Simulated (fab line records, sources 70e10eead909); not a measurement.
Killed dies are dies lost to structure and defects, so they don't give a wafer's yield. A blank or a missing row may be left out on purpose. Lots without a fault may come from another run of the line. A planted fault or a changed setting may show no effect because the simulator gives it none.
A struck lot beside a sound one | flow nand_harc | 15 steps out of a route of 1302
Sound: wafers L495.2, L495.4, L495.6. Struck: wafer L503.5. (L503.4, L503.6 of the same lot were not struck and are left out.) The cause comes at the end.
At each step with rows: each side's tool, then ch and its chambers, then its first start. Under that, the readings that differ: sound wafers | struck wafers | difference of the means | sigmas: that difference in standard deviations of wafers without a fault.
alike: readings whose means differ by less than 2 such deviations, and words and numbers that are the same on both sides. not compared: withheld readings, readings that some wafer has no value for, bounds like >300 that may hide the same value, and numbers for which the record gives no deviation and whose values overlap.
The two part at a step that has a row with sigmas, a row that says differs or no value, or rows on one side only. Numbers that don't overlap but have no deviation are shown without sigmas and don't part them. A reading that every wafer of one side lacks parts them only if that side has two wafers or more.

NHARC_A_ONON_D2_THK_MEAS_14: measures by ellipsometry.
  sound on film_metro-02, day 12 23:02; struck on film_metro-01, day 16 00:10
  alike: thk_nm
then, 2 steps without rows for these wafers: NHARC_A_ONON_D2_ANNEAL_15 (time 3600 s); NHARC_A_ONON_D2_DEP_16 (target thk 1000 nm).
NHARC_A_ONON_D2_THK_MEAS_18: measures by ellipsometry.
  sound on film_metro-01, day 13 06:43; struck on film_metro-01, day 16 09:42
  alike: thk_nm
then, 1 step without rows for these wafers: NHARC_A_ONON_D2_DEP_19 (target thk 1000 nm).
NHARC_A_ONON_D2_THK_MEAS_21: measures by ellipsometry.
  sound on film_metro-01, day 13 07:17; struck on film_metro-02, day 16 10:16
  alike: thk_nm
then, 1 step without rows for these wafers: NHARC_A_ONON_D2_DEP_22 (target thk 1000 nm).
NHARC_A_ONON_D2_THK_MEAS_24: measures by ellipsometry.
  sound on film_metro-01, day 13 07:51; struck on film_metro-01, day 16 10:50
  alike: thk_nm
then, 1 step without rows for these wafers: NHARC_A_ONON_D2_DEP_25 (target thk 1000 nm).
NHARC_A_ONON_D2_THK_MEAS_27: measures by ellipsometry.
  sound on film_metro-02, day 13 08:25; struck on film_metro-01, day 16 11:24
  alike: thk_nm
then, 1 step without rows for these wafers: NHARC_A_ONON_D2_DEP_28 (target thk 1000 nm).
NHARC_A_ONON_D2_THK_MEAS_30: measures by ellipsometry.
  sound on film_metro-02, day 13 08:59; struck on film_metro-02, day 16 11:58
  reading     | sound       | struck | difference | sigmas
  thk_nm (nm) | 989 992 990 | 1010   | +20        | +2
NHARC_A_ONON_D2_DEP_33: deposits SiO2, target thk 200 nm.
  sound on pecvd-04 ch 0,1,2, day 13 09:08; struck on pecvd-04 ch 0, day 16 12:10
  reading              | sound             | struck | difference | sigmas
  rf_fwd_power_W (W)   | 903.1 899.9 901.6 | 1255.7 | +354.2     | +99 or more
  showerhead_vpp_V (V) | 1855 1836 1923    | 2170   | +299       | +4
  alike: heater_power_w, throttle_valve_pct
NHARC_A_ONON_D2_THK_MEAS_34: measures by ellipsometry.
  sound on film_metro-01, day 13 09:27; struck on film_metro-01, day 16 12:26
  reading     | sound       | struck | difference | sigmas
  thk_nm (nm) | 195 200 200 | 217    | +19        | +6
then, 1 step without rows for these wafers: NHARC_END_SORT_01.

WHERE THEY PART
First at NHARC_A_ONON_D2_THK_MEAS_30; last, within this record, at NHARC_A_ONON_D2_THK_MEAS_34.

WHY: what the simulator had put in
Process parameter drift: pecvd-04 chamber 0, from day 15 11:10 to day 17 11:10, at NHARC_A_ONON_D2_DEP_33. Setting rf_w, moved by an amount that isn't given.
